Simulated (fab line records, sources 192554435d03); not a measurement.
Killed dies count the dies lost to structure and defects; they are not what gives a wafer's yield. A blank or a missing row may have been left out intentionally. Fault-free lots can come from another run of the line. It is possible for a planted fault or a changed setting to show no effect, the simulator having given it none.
fab line records -- flow n5-finfet -- part 2 of 2: steps 20 to 28 of 28
[record] lots = 5, wafers = 15, last-day = 17
route steps=1938 shown BEOL_M10@1503
lots that met no fault: from a run of the same line without faults
start-h: start of the lot's first displayed wafer, in hours after the record's first day -- wait-h: hours since the lot's step before -- " the same as in the row above -- L1.1+2: a row that stands for several wafers -- - no value, or no start given -- * or withheld: withheld -- < > ~ a bound
route shown NAME@n: names a module that has steps shown in the file, with the first one's number in the route -- usual: mean/standard deviation of fault-free wafers -- same: alike in all rows -- chamber/n: place in a boat -- sites: readings site by site -- _std_site: standard deviation of those values -- _edge_site: inner sites' mean taken away from outer sites' mean -- radius-mm: for every site, how far away it sits from the centre of the wafer -- mask NAME#n: copy n -- behind: the most recent tool/chamber to have shaped the wafer -- hold: the reason the lot was held/the length of the hold in hours/how it ended -- device: names the non-switching transistor (n, p or np) -- end of line: the tests these same wafers got at the end of their route -- a step with no rows: only its recipe -- killed: not the wafer's yield, but the dies lost to structure and defects at the first sort -- map: the dies of a wafer, with x for killed, . for not killed, _ for no die there
set.NAME: the setting the step ran with; set.NAME@STEP: the setting that earlier step ran with -- model.NAME: the simulator's own value behind a step, which no gauge read
a table for each step, a row for each wafer; lots at some steps of the route
services: the hour from which a tool's chamber was out of use, counted from the record's first day as start-h (under 0 if before that day), plus the number of hours and why
[[steps]]
[step N5_BEOL_M10_DEGAS_44]
[recipe] ambient = vacuum, temp-c = 250, time-s = 60
[usual] heater-power-w = 332/35
lot.wafer,tool,chamber,start-h,wait-h,heater-power-w
L079.1,pvd-sputter-02,-,248.90,0.6,312
L079.2,pvd-sputter-02,-,248.90,0.6,359
L079.5,pvd-sputter-02,-,248.90,0.6,307
L087.1,pvd-sputter-01,-,316.00,0.3,308
L087.2,pvd-sputter-01,-,316.00,0.3,371
L087.4,pvd-sputter-01,-,316.00,0.3,308
L088.2,pvd-sputter-01,-,320.29,1.0,370
L088.4,pvd-sputter-01,-,320.29,1.0,307
L088.6,pvd-sputter-01,-,320.29,1.0,283
L089.1,pvd-sputter-01,-,321.69,0.6,381
L089.2,pvd-sputter-01,-,321.69,0.6,282
L089.4,pvd-sputter-01,-,321.69,0.6,306
L095.3,pvd-sputter-01,-,352.87,0.7,304
L095.4,pvd-sputter-01,-,352.87,0.7,380
L095.6,pvd-sputter-01,-,352.87,0.7,283
[step N5_BEOL_M10_PRE_CLEAN_45]
[recipe] gas = H2/He, time-s = 30, temp-c = 250
[usual] heater-power-w = 331/35
lot.wafer,tool,chamber,start-h,wait-h,heater-power-w
L079.1,pvd-sputter-02,-,248.94,0.0,313
L079.2,pvd-sputter-02,-,248.94,0.0,361
L079.5,pvd-sputter-02,-,248.94,0.0,310
L087.1,pvd-sputter-01,-,316.04,0.0,311
L087.2,pvd-sputter-01,-,316.04,0.0,374
L087.4,pvd-sputter-01,-,316.04,0.0,305
L088.2,pvd-sputter-01,-,320.33,0.0,370
L088.4,pvd-sputter-01,-,320.33,0.0,303
L088.6,pvd-sputter-01,-,320.33,0.0,285
L089.1,pvd-sputter-01,-,321.73,0.0,371
L089.2,pvd-sputter-01,-,321.73,0.0,285
L089.4,pvd-sputter-01,-,321.73,0.0,316
L095.3,pvd-sputter-01,-,352.91,0.0,310
L095.4,pvd-sputter-01,-,352.91,0.0,370
L095.6,pvd-sputter-01,-,352.91,0.0,288
[step N5_BEOL_M10_ALD_74]
[recipe] material = TaN, target-thk-a = 20, temp-c = 275, ald-precursor-family = PDMAT, ald-co-reactant = NH3, pressure-torr = 3, carrier-flow-sccm = 1500, pulse-time-s = 2, purge-time-s = 3, co-reactant-purge-time-s = 2, co-reactant-pulse-time-s = 3, ald-cycles = 40, precursor-vessel-temp-c = 75, precursor-vessel-pressure-torr = 26.25, precursor-vessel-carrier-sccm = 1000
[usual] heater-power-w = 444/63, mfc-carrier-sccm = 1500/4.9, precursor-vessel-carrier-sccm = 1000/3.1
lot.wafer,tool,chamber,start-h,wait-h,heater-power-w,mfc-carrier-sccm,precursor-vessel-carrier-sccm
L079.1,ald-metal-01,0,249.00,0.0,410,1504,1001
L079.2,ald-metal-01,1,249.00,0.0,400,1505,998
L079.5,ald-metal-01,2,249.00,0.0,420,1497,1005
L087.1,ald-metal-04,3,316.16,0.1,422,1497,996
L087.2,ald-metal-04,2,316.16,0.1,352,1495,993
L087.4,ald-metal-04,0,316.16,0.1,399,1496,995
L088.2,ald-metal-02,1,320.39,0.0,413,1493,1003
L088.4,ald-metal-02,0,320.39,0.0,490,1494,1004
L088.6,ald-metal-02,2,320.39,0.0,524,1499,997
L089.1,ald-metal-04,3,321.79,0.0,434,1501,1001
L089.2,ald-metal-04,1,321.79,0.0,388,1503,1006
L089.4,ald-metal-04,2,321.79,0.0,370,1503,1003
L095.3,ald-metal-04,1,352.99,0.1,367,1490,997
L095.4,ald-metal-04,0,352.99,0.1,402,1498,1007
L095.6,ald-metal-04,2,352.99,0.1,361,1503,999
[step N5_BEOL_M10_SURFACE_TREAT_76]
[recipe] gas = Ar, time-s = *, ion-energy-ev = *, ion-current-ma-cm2 = 0.5, pressure-mtorr = *, ar-flow-sccm = 30
[usual] throttle-valve-pct = *
lot.wafer,tool,chamber,start-h,wait-h,throttle-valve-pct
L079.1,pvd-sputter-02,-,249.42,0.3,*
L079.2,pvd-sputter-02,-,249.42,0.3,*
L079.5,pvd-sputter-02,-,249.42,0.3,*
L087.1,pvd-sputter-01,-,316.45,0.2,*
L087.2,pvd-sputter-01,-,316.45,0.2,*
L087.4,pvd-sputter-01,-,316.45,0.2,*
L088.2,pvd-sputter-01,-,320.77,0.2,*
L088.4,pvd-sputter-01,-,320.77,0.2,*
L088.6,pvd-sputter-01,-,320.77,0.2,*
L089.1,pvd-sputter-02,-,322.08,0.2,*
L089.2,pvd-sputter-02,-,322.08,0.2,*
L089.4,pvd-sputter-02,-,322.08,0.2,*
L095.3,pvd-sputter-01,-,353.29,0.2,*
L095.4,pvd-sputter-01,-,353.29,0.2,*
L095.6,pvd-sputter-01,-,353.29,0.2,*
[step N5_BEOL_M10_CVD_75]
[recipe] material = Co, target-thk-a = 20, temp-c = withheld, precursor = CCTBA/H2, pressure-torr = 30, time-s = 138.9
lot.wafer,tool,chamber,start-h,wait-h
L079.1+2+5,cvd-co-01,"1,2,2",249.48,0.0
L087.1+2+4,cvd-co-01,"0,1,2",316.52,0.0
L088.2+4+6,cvd-co-01,"0,2,0",320.83,0.0
L089.1+2+4,cvd-co-01,"2,0,1",322.14,0.0
L095.3+4+6,cvd-co-01,"0,0,2",353.41,0.1
[step N5_BEOL_M10_SPUTTER_48]
[recipe] material = Cu, target-thk-a = 120, temp-c = -20, bias-v = 60, power-w = 26000, chamber-pressure-pa = 0.13, time-s = 2
[usual] cathode-dc-power-W = 26000/4.6, throttle-valve-pct = 29.6/1
lot.wafer,tool,chamber,start-h,wait-h,cathode-dc-power-W,throttle-valve-pct
L079.1,pvd-sputter-02,-,249.66,0.1,26010,30.0
L079.2,pvd-sputter-02,-,249.66,0.1,26005,29.0
L079.5,pvd-sputter-02,-,249.66,0.1,26003,28.0
L087.1,pvd-sputter-01,-,316.65,0.1,25998,28.5
L087.2,pvd-sputter-01,-,316.65,0.1,26002,29.6
L087.4,pvd-sputter-01,-,316.65,0.1,26001,30.0
L088.2,pvd-sputter-01,-,321.03,0.2,25992,30.2
L088.4,pvd-sputter-01,-,321.03,0.2,26003,28.5
L088.6,pvd-sputter-01,-,321.03,0.2,25997,28.4
L089.1,pvd-sputter-01,-,322.25,0.1,26004,29.4
L089.2,pvd-sputter-01,-,322.25,0.1,25999,30.0
L089.4,pvd-sputter-01,-,322.25,0.1,26005,28.5
L095.3,pvd-sputter-01,-,353.57,0.1,26001,29.8
L095.4,pvd-sputter-01,-,353.57,0.1,26002,30.0
L095.6,pvd-sputter-01,-,353.57,0.1,26002,30.0
[step N5_BEOL_M10_ECD_50]
[recipe] material = Cu, target-thk-a = 3180
lot.wafer,tool,chamber,start-h,wait-h
L079.1+2+5,ecd-cu-01,"1,0,1",249.77,0.1
L087.1+2+4,ecd-cu-01,"0,1,0",316.77,0.1
L088.2+4+6,ecd-cu-02,"0,1,0",321.15,0.1
L089.1+2+4,ecd-cu-01,"1,0,1",322.37,0.1
L095.3+4+6,ecd-cu-02,"0,1,0",353.71,0.1
[step N5_BEOL_M10_ANNEAL_51]
[recipe] temp-c = 225, time-s = 90, ambient = N2
[usual] wafer_temp_C_max = 226.15/0.29
lot.wafer,tool,chamber,start-h,wait-h,wafer_temp_C_max
L079.1,rtp-anneal-01,0,249.88,0.1,226.03
L079.2,rtp-anneal-01,0,249.88,0.1,226.30
L079.5,rtp-anneal-01,0,249.88,0.1,226.12
L087.1,rtp-anneal-02,0,316.89,0.1,226.56
L087.2,rtp-anneal-02,0,316.89,0.1,226.00
L087.4,rtp-anneal-02,0,316.89,0.1,225.79
L088.2,rtp-anneal-01,0,321.30,0.1,226.02
L088.4,rtp-anneal-01,0,321.30,0.1,226.50
L088.6,rtp-anneal-01,0,321.30,0.1,226.21
L089.1,rtp-anneal-01,0,322.85,0.4,225.92
L089.2,rtp-anneal-01,0,322.85,0.4,226.10
L089.4,rtp-anneal-01,0,322.85,0.4,226.27
L095.3,rtp-anneal-01,0,353.88,0.1,226.19
L095.4,rtp-anneal-01,0,353.88,0.1,226.13
L095.6,rtp-anneal-01,0,353.88,0.1,226.14
[step N5_BEOL_M10_CMP_52]
[recipe] stop-on = SiCOH_lowk, t-overpolish-s = 7, down-force-psi = 1, platen-rpm = 50, clearing-platen-down-force-psi = 1.5, clearing-platen-rpm = 50, post-cmp-clean = cu-alkaline, target-thk-nm = 140, clearing-platen-pad-velocity-m-s = 0.99484, pad-velocity-m-s = 0.99484
[usual] barrier-field-endpoint-s = 28.6/0.59, clearing-platen-down-force-psi = 1.5001/0.0027, motor-current-A = 5.8/0.7, overpolish-run-s = 6.999/0.0093, retaining-ring-pressure-frac = 1.000/0.005, time-to-endpoint-s = 64/3
lot.wafer,tool,chamber,start-h,wait-h,barrier-field-endpoint-s,clearing-platen-down-force-psi,motor-current-A,overpolish-run-s,retaining-ring-pressure-frac,time-to-endpoint-s
L079.2,cmp-02,2,250.18,0.2,28.3,1.4993,4.9,6.989,0.999,62
L079.1,cmp-02,3,250.18,0.2,28.1,1.4971,7.0,7.013,1.001,63
L079.5,cmp-02,2,250.18,0.2,28.6,1.5041,5.2,7.000,1.000,59
L087.1,cmp-02,0,317.19,0.3,28.4,1.4995,6.5,7.003,1.004,65
L087.2,cmp-02,1,317.19,0.3,28.3,1.5045,6.2,7.002,0.999,62
L087.4,cmp-02,3,317.19,0.3,28.5,1.5016,6.5,6.996,1.006,64
L088.2,cmp-02,0,321.59,0.2,28.9,1.4968,6.0,6.997,0.997,67
L088.4,cmp-02,2,321.59,0.2,28.6,1.4981,5.0,7.012,1.001,65
L088.6,cmp-02,0,321.59,0.2,29.4,1.5001,6.6,6.993,0.996,65
L089.2,cmp-04,3,323.19,0.3,29.4,1.5022,4.9,6.997,1.011,65
L089.4,cmp-04,0,323.19,0.3,29.2,1.5028,5.1,6.986,0.991,67
L089.1,cmp-04,1,323.19,0.3,28.3,1.5025,4.8,7.008,1.004,67
L095.3,cmp-04,0,354.17,0.2,29.2,1.4976,5.3,7.010,0.999,70
L095.4,cmp-04,1,354.17,0.2,29.2,1.4999,5.1,7.013,0.999,65
L095.6,cmp-04,2,354.17,0.2,28.6,1.4977,5.6,6.994,1.004,64
[[services]]
tool,chamber,start-h,hours,kind
uv-cure-03,-,223.90,1.0,pm
uv-cure-03,-,224.90,14.6,pm
ald-metal-01,-,226.76,1.6,repair
uv-cure-02,-,229.93,6.0,pm
ald-metal-04,0,231.02,17.6,repair
cmp-02,-,241.38,6.9,pm
uv-cure-01,-,249.01,2.5,repair
cmp-04,-,249.36,3.8,repair
ald-metal-04,3,252.16,58.9,repair
cmp-02,-,256.49,35.2,repair
uv-cure-03,-,258.60,0.5,repair
ald-metal-04,2,260.18,11.0,repair
cmp-04,-,260.25,4.0,pm
uv-cure-01,-,266.11,6.0,pm
rie-diel-02,2,281.00,6.7,repair
ald-metal-04,-,307.22,0.6,repair
cmp-04,-,320.93,0.4,repair
cmp-04,-,326.12,0.6,repair
cvd-co-01,-,331.05,6.9,pm
uv-cure-03,-,331.88,0.3,repair
cmp-02,-,337.23,1.5,repair
ald-metal-04,-,337.45,14.0,pm
cmp-04,-,349.13,2.2,repair
cmp-02,-,350.18,0.4,repair
